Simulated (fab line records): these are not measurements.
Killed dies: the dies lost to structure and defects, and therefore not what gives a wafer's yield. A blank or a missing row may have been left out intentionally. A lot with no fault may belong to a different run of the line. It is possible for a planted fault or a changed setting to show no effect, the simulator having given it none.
The same fault as seen by 3 desks -- flow n5 finfet -- each desk holds nothing but its own numbers, with what lay behind them at the end

== THE METROLOGY DESK ==
Means of the sampled wafers that have a number, per lot and without regard to the tool the lot ran on: this is what the gauges read. The brackets show how far a lot's mean lies from the usual mean; more than 4 standard deviations puts the lot out of limits, marked OUT. It has 10 readings; the 7 that lie furthest out on some lot are the ones shown.
Columns: A = DIBL_N at N5_BEOL_M4_RC_MEAS_101, usual 36.0 mV/V; B = DIBL_P at N5_BEOL_M4_RC_MEAS_101, usual 36.0 mV/V; C = IOFF_N at N5_BEOL_M4_RC_MEAS_101, usual 0.156 nA/um; D = ION_N at N5_BEOL_M4_RC_MEAS_101, usual 673 uA/um; E = SS_P at N5_BEOL_M4_RC_MEAS_101, usual 73.3 mV/dec; F = VT_N at N5_BEOL_M4_RC_MEAS_101, usual 250 mV; G = VT_P at N5_BEOL_M4_RC_MEAS_101, usual -250 mV
lot,first seen here,A,B,C,D,E,F,G
L816,day 8 01:18,36.4,36.6,0.169,674,73.6,249,-255
L818,day 8 13:30,35.7,37.4,0.154,670,73.0,251,-247
L823,day 10 00:16,36.7,35.8,0.165,683,73.7,249,-253
L828,day 11 05:07,36.6,36.2,0.166,676,73.3,251,-249
L829,day 11 14:01,36.0,36.8,0.170,680,73.9,248,-253
L833,day 13 01:37,34.9,34.7,0.129,664,72.7,253,-251
L835,day 13 08:37,34.3,34.2,0.139,673,73.1,250,-247
L836,day 13 10:40,35.7,36.0,0.146,677,72.8,251,-254
Result from this desk: across the 8 lots, nothing is out of limits.

== TOOL OWNER'S DESK, rie diel-01 ==
The tool's own readings at N5_FIN_SAQP_ETCH_57 (etches SiNx in CH3F/O2, target depth 32.5 nm, time 46.4 s): means of the sampled wafers that have a number, for each lot that ran on this tool. The brackets show how far a lot's mean lies from the usual mean; more than 4 standard deviations puts the lot out of limits, marked OUT.
Columns: A = chamber pressure mTorr at N5_FIN_SAQP_ETCH_57, usual 30.003 mTorr; B = drypump motor current A at N5_FIN_SAQP_ETCH_57, usual 5.8 A; C = etch rf on time s at N5_FIN_SAQP_ETCH_57, usual 46.6 s; D = oes product au at N5_FIN_SAQP_ETCH_57, usual 0.66 a.u.; E = rf vpp V at N5_FIN_SAQP_ETCH_57, usual 295 V; F = showerhead plenum p Torr at N5_FIN_SAQP_ETCH_57, usual 2.03 Torr; G = throttle valve pct at N5_FIN_SAQP_ETCH_57, usual 16.45 %
lot,first seen here,A,B,C,D,E,F,G
L816,day 2 12:44,30.031,6.1,46.8,0.68,294,2.04,16.33
L818,day 3 02:49,30.035,5.4,46.1,0.63,293,1.99,16.48
L823,day 4 06:57,30.003,6.6,47.2,0.67,294,2.05,16.37
L828,day 5 13:25,30.020,6.1,46.3,0.66,293,2.03,16.39
Result from this desk: across the 4 lots, nothing is out of limits.

== THE DEFECT DESK ==
Counts from the inspections along the route, per lot, as means over the sampled wafers that have a number. The brackets show how far a lot's mean lies from the usual mean; more than 4 standard deviations puts the lot out of limits, marked OUT.
Columns: A = raw defect count at N5_FIN_SAQP_INSPECT_40, usual 227; B = raw defect count at N5_FIN_CUT_INSPECT_10, usual 41
lot,first seen here,A,B
L816,day 2 14:55,198,36
L818,day 3 05:14,218,41
L823,day 4 09:10,806 (+9.2) OUT,544 (+46) OUT
L828,day 5 15:31,667 (+7.0) OUT,512 (+43) OUT
L829,day 5 21:44,169,32
L833,day 6 20:27,177,41
L835,day 7 09:16,271,49
L836,day 7 14:20,215,32
Finding of this desk: L823, L828 out of limits; the first was L823 at day 4 09:10, on raw defect count at N5_FIN_SAQP_INSPECT_40. In limits: L816, L818, L829, L833, L835, L836.

== TAKEN TOGETHER ==
The defect desk could have raised an alarm at day 4 09:10, on L823, L828.
At the metrology desk, nothing out of limits was observed.
The desk of the tool owner found nothing out of limits.
The metrology desk holds a record of L823, L828, inside its limits.
On record at the tool owner's desk: L823, L828, within its limits.
On rie diel-01, each named lot ran N5_FIN_SAQP_ETCH_57.

== WHAT HAD BEEN PUT IN BY THE SIMULATOR ==
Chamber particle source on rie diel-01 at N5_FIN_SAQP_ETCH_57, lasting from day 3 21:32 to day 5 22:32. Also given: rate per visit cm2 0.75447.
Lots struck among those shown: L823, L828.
Hours from the fault's start to each desk's first reading out of limits: the defect desk, 12.
